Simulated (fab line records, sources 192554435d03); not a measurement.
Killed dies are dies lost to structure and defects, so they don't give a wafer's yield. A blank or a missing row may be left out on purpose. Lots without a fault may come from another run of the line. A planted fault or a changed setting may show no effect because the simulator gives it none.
Which tool did it? | flow n5_finfet | 11 lots, 33 wafers sampled, at 5 steps of a route of 1938

WHAT THE GAUGES READ, wafer by wafer
The record holds no reading of a measuring or inspecting step that can be judged against a usual standard deviation.

WHICH TOOL RAN EACH LOT (tool, then ch and the chambers of the sampled wafers, then the start)
lot  | N5_FIN_SAQP_FIN_ETCH_36         | N5_FIN_CUT_ETCH_30                | N5_FIN_CUT_CUT_ETCH_15          | N5_FIN_CUT_CUT_ETCH_28          | N5_PASSIVATION_PROBE_49
L472 | rie_si-02 ch 0,3, day 2 09:03   | rie_diel-01 ch 0,3, day 2 10:02   | rie_si-04 ch 1,2, day 2 10:38   | rie_si-04 ch 1,2, day 2 10:41   | -
L473 | rie_si-03 ch 0,1,3, day 2 14:50 | rie_diel-06 ch 0,2, day 2 15:34   | rie_si-01 ch 0,2, day 2 16:10   | rie_si-01 ch 0,2, day 2 16:13   | -
L474 | rie_si-02 ch 0,1, day 2 20:25   | rie_diel-01 ch 0,1,3, day 2 21:08 | rie_si-01 ch 0,2,3, day 2 21:44 | rie_si-01 ch 0,2,3, day 2 21:47 | prober-01, day 14 08:53
L476 | rie_si-03 ch 0,1,2, day 3 07:28 | rie_diel-06 ch 2,3, day 3 08:19   | rie_si-01 ch 0,1,2, day 3 08:55 | rie_si-01 ch 0,1,2, day 3 08:58 | -
L479 | rie_si-06 ch 1,2, day 4 02:31   | rie_diel-06 ch 0,1,3, day 4 03:14 | rie_si-04 ch 0,2, day 4 03:50   | rie_si-04 ch 0,2, day 4 03:53   | prober-02, day 14 13:05
L480 | rie_si-03 ch 1,2,3, day 4 10:02 | rie_diel-06 ch 0,1, day 4 10:59   | rie_si-05 ch 2,3, day 4 11:41   | rie_si-05 ch 2,3, day 4 11:44   | prober-02, day 14 05:29
L482 | rie_si-02 ch 1,2,3, day 4 21:08 | rie_diel-05 ch 0,1,2, day 4 22:05 | rie_si-04 ch 1,3, day 4 23:04   | rie_si-04 ch 1,3, day 4 23:07   | -
L483 | rie_si-03 ch 0,2,3, day 5 05:41 | rie_diel-06 ch 1,3, day 5 06:24   | rie_si-01 ch 0,2, day 5 07:00   | rie_si-01 ch 0,2, day 5 07:03   | prober-01, day 15 17:22
L484 | rie_si-02 ch 0,3, day 5 14:19   | rie_diel-06 ch 0,2,3, day 5 15:09 | rie_si-01 ch 0,1,3, day 5 15:45 | rie_si-01 ch 0,1,3, day 5 15:48 | -
L485 | rie_si-03 ch 1,2,3, day 5 16:26 | rie_diel-01 ch 1,2,3, day 5 17:09 | rie_si-04 ch 1,2,3, day 5 17:45 | rie_si-04 ch 1,2,3, day 5 17:48 | prober-02, day 16 06:40
L488 | rie_si-03 ch 1,2,3, day 6 08:48 | rie_diel-05 ch 0,1,3, day 6 09:39 | rie_si-01 ch 0,2,3, day 6 10:15 | rie_si-01 ch 0,2,3, day 6 10:19 | prober-01, day 17 03:27
- N5_FIN_SAQP_FIN_ETCH_36: etches the open film in HBr/Cl2/O2, target depth 120 nm, time 50.4 s.
- N5_FIN_CUT_ETCH_30: etches underlayer in N2/H2, target depth 13 nm, time 10.4 s.
- N5_FIN_CUT_CUT_ETCH_15: etches Si in HBr/Cl2/O2, target depth 100 nm, bt time 10 s, time 42.4 s.
- N5_FIN_CUT_CUT_ETCH_28: etches Si in HBr/Cl2/O2, target depth 6 nm, time 2.4 s.
- N5_PASSIVATION_PROBE_49

WHAT THE TOOLS THEMSELVES READ (means of the sampled wafers that have a number; where no wafer has one, the mark that the record gives instead)
N5_FIN_SAQP_FIN_ETCH_36. Usual: drypump_motor_current_A 5.79 A, standard deviation 0.3; oes_product_au 1.003 a.u., standard deviation 0.019; throttle_valve_pct 35.96 %, standard deviation 0.27.
lot  | tool      | drypump_motor_current_A (A) | oes_product_au (a.u.) | throttle_valve_pct (%) | flag
L472 | rie_si-02 | 6.44                        | 0.982                 | 36.30                  |
L473 | rie_si-03 | 5.60                        | 1.007                 | 35.98                  |
L474 | rie_si-02 | 6.33                        | 0.989                 | 36.09                  |
L476 | rie_si-03 | 5.67                        | 1.006                 | 35.97                  |
L479 | rie_si-06 | 5.86                        | 1.007                 | 35.86                  |
L480 | rie_si-03 | 5.70                        | 1.004                 | 36.05                  |
L482 | rie_si-02 | 5.77                        | 0.983                 | 35.86                  |
L483 | rie_si-03 | 5.63                        | 1.011                 | 36.09                  |
L484 | rie_si-02 | 6.47                        | 0.992                 | 36.27                  |
L485 | rie_si-03 | 5.71                        | 1.010                 | 36.04                  |
L488 | rie_si-03 | 5.70                        | 1.010                 | 36.05                  |

N5_FIN_CUT_ETCH_30. Usual: drypump_motor_current_A 5.9 A, standard deviation 0.44; etch_rf_on_time_s 10.52 s, standard deviation 0.28; oes_product_au 0.66 a.u., standard deviation 0.058; rf_vpp_V 524.3 V, standard deviation 2.8; showerhead_plenum_p_Torr 2.56 Torr, standard deviation 0.1; throttle_valve_pct 17.81 %, standard deviation 0.25.
lot  | tool        | drypump_motor_current_A (A) | etch_rf_on_time_s (s) | oes_product_au (a.u.) | rf_vpp_V (V) | showerhead_plenum_p_Torr (Torr) | throttle_valve_pct (%) | flag
L472 | rie_diel-01 | 5.6                         | 10.57                 | 0.68                  | 527.3        | 2.67                            | 17.80                  |
L473 | rie_diel-06 | 5.4                         | 10.88                 | 0.61                  | 521.9        | 2.44                            | 18.04                  |
L474 | rie_diel-01 | 5.9                         | 10.35                 | 0.70                  | 527.1        | 2.67                            | 17.63                  |
L476 | rie_diel-06 | 6.3                         | 10.72                 | 0.68                  | 524.3        | 2.57                            | 17.84                  |
L479 | rie_diel-06 | 5.7                         | 10.62                 | 0.70                  | 522.7        | 2.53                            | 17.98                  |
L480 | rie_diel-06 | 5.2                         | 10.65                 | 0.67                  | 522.6        | 2.46                            | 18.08                  |
L482 | rie_diel-05 | 5.7                         | 10.51                 | 0.63                  | 522.2        | 2.50                            | 17.85                  |
L483 | rie_diel-06 | 6.0                         | 13.64                 | 0.69                  | 525.4        | 2.60                            | 17.81                  | OFF
L484 | rie_diel-06 | 5.9                         | 14.00                 | 0.57                  | 522.1        | 2.50                            | 17.96                  | OFF
L485 | rie_diel-01 | 6.1                         | 10.40                 | 0.65                  | 525.5        | 2.58                            | 17.60                  |
L488 | rie_diel-05 | 5.8                         | 10.67                 | 0.63                  | 523.6        | 2.51                            | 17.86                  |

N5_FIN_CUT_CUT_ETCH_15. Usual: drypump_motor_current_A 5.5 A, standard deviation 0.48; oes_product_au 1.003 a.u., standard deviation 0.016; throttle_valve_pct 37.2 %, standard deviation 0.34.
lot  | tool      | drypump_motor_current_A (A) | oes_product_au (a.u.) | throttle_valve_pct (%) | flag
L472 | rie_si-04 | 4.9                         | 0.987                 | 37.4                   |
L473 | rie_si-01 | 5.2                         | 0.996                 | 37.0                   |
L474 | rie_si-01 | 5.7                         | 1.003                 | 36.9                   |
L476 | rie_si-01 | 5.5                         | 0.992                 | 37.4                   |
L479 | rie_si-04 | 5.2                         | 1.014                 | 36.9                   |
L480 | rie_si-05 | 5.1                         | 0.985                 | 37.3                   |
L482 | rie_si-04 | 5.0                         | 1.004                 | 37.5                   |
L483 | rie_si-01 | 5.5                         | 1.002                 | 37.1                   |
L484 | rie_si-01 | 5.9                         | 1.004                 | 37.4                   |
L485 | rie_si-04 | 5.0                         | 1.005                 | 37.3                   |
L488 | rie_si-01 | 5.7                         | 1.007                 | 36.9                   |

N5_FIN_CUT_CUT_ETCH_28. Usual: drypump_motor_current_A 5.5 A, standard deviation 0.48; oes_product_au 1.002 a.u., standard deviation 0.017; throttle_valve_pct 37.2 %, standard deviation 0.34.
lot  | tool      | drypump_motor_current_A (A) | oes_product_au (a.u.) | throttle_valve_pct (%) | flag
L472 | rie_si-04 | 4.9                         | 0.992                 | 37.3                   |
L473 | rie_si-01 | 5.2                         | 0.987                 | 36.9                   |
L474 | rie_si-01 | 5.7                         | 1.003                 | 37.0                   |
L476 | rie_si-01 | 5.5                         | 0.994                 | 37.3                   |
L479 | rie_si-04 | 5.2                         | 1.011                 | 37.0                   |
L480 | rie_si-05 | 5.1                         | 0.983                 | 37.3                   |
L482 | rie_si-04 | 5.0                         | 1.007                 | 37.5                   |
L483 | rie_si-01 | 5.5                         | 1.005                 | 37.1                   |
L484 | rie_si-01 | 5.9                         | 1.006                 | 37.4                   |
L485 | rie_si-04 | 5.0                         | 1.000                 | 37.3                   |
L488 | rie_si-01 | 5.7                         | 1.006                 | 36.9                   |

N5_PASSIVATION_PROBE_49. Usual: killed_at_M0_to_M3 37, standard deviation 12; killed_at_M4_up 14, standard deviation 5.3; killed_at_contacts 12, standard deviation 6.2; killed_at_front_end 41, standard deviation 11; killed_at_other 3.7, standard deviation 2.9; killed_dies 107, standard deviation 17; killed_open 71, standard deviation 12; killed_short 34, standard deviation 7.9.
lot  | tool      | killed_at_M0_to_M3 | killed_at_M4_up | killed_at_contacts | killed_at_front_end | killed_at_other | killed_dies | killed_open | killed_short | flag
L474 | prober-01 | 31                 | 10              | 11                 | 60                  | 5.3             | 117         | 79          | 37           |
L479 | prober-02 | 32                 | 13              | 11                 | 48                  | 1.7             | 106         | 65          | 38           |
L480 | prober-02 | 42                 | 11              | 13                 | 32                  | 1.3             | 100         | 69          | 27           |
L483 | prober-01 | 41                 | 22              | 4                  | 35                  | 2.3             | 104         | 78          | 26           |
L485 | prober-02 | 56                 | 16              | 10                 | 24                  | 1.3             | 107         | 76          | 31           |
L488 | prober-01 | 33                 | 17              | 14                 | 51                  | 3.3             | 118         | 78          | 36           |

THE ANSWER, worked out from the rows above alone
Rule: a lot is off if the mean of its wafers that have a number lies more than 3 standard deviations from the usual mean. A lot without any number at a reading at which 4 lots or more have one is off too. The other lots that the step has rows for count as sound. The gauges are gone through in route order, then the tools' own readings, and for those a lot's mean is taken as printed above. The first step at which some lot is off is used, and at that step the reading that is off furthest; a lot without a number counts as furthest.
Off: L483, L484, at N5_FIN_CUT_ETCH_30 (etch_rf_on_time_s).
A tool fits if, at that step or a process step before it, it ran every lot that is off, and no sound lot after the first of them. One fits: rie_diel-06 at N5_FIN_CUT_ETCH_30. Its last sound lot is L480 (day 4 10:59), its first lot that is off L483 (day 5 06:24): a fault that began between those two fits.
The tool's own readings at N5_FIN_CUT_ETCH_30 bear it out: on the lots that are off they differ by more than 5 times the standard deviation of the sound lots' means. etch_rf_on_time_s reads 13.82 s there against 10.60 s on the sound lots.

WHAT THE SIMULATOR HAD PUT IN
Process parameter drift: rie_diel-06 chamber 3, from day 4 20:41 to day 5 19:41, at N5_FIN_CUT_ETCH_30. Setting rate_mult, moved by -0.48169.
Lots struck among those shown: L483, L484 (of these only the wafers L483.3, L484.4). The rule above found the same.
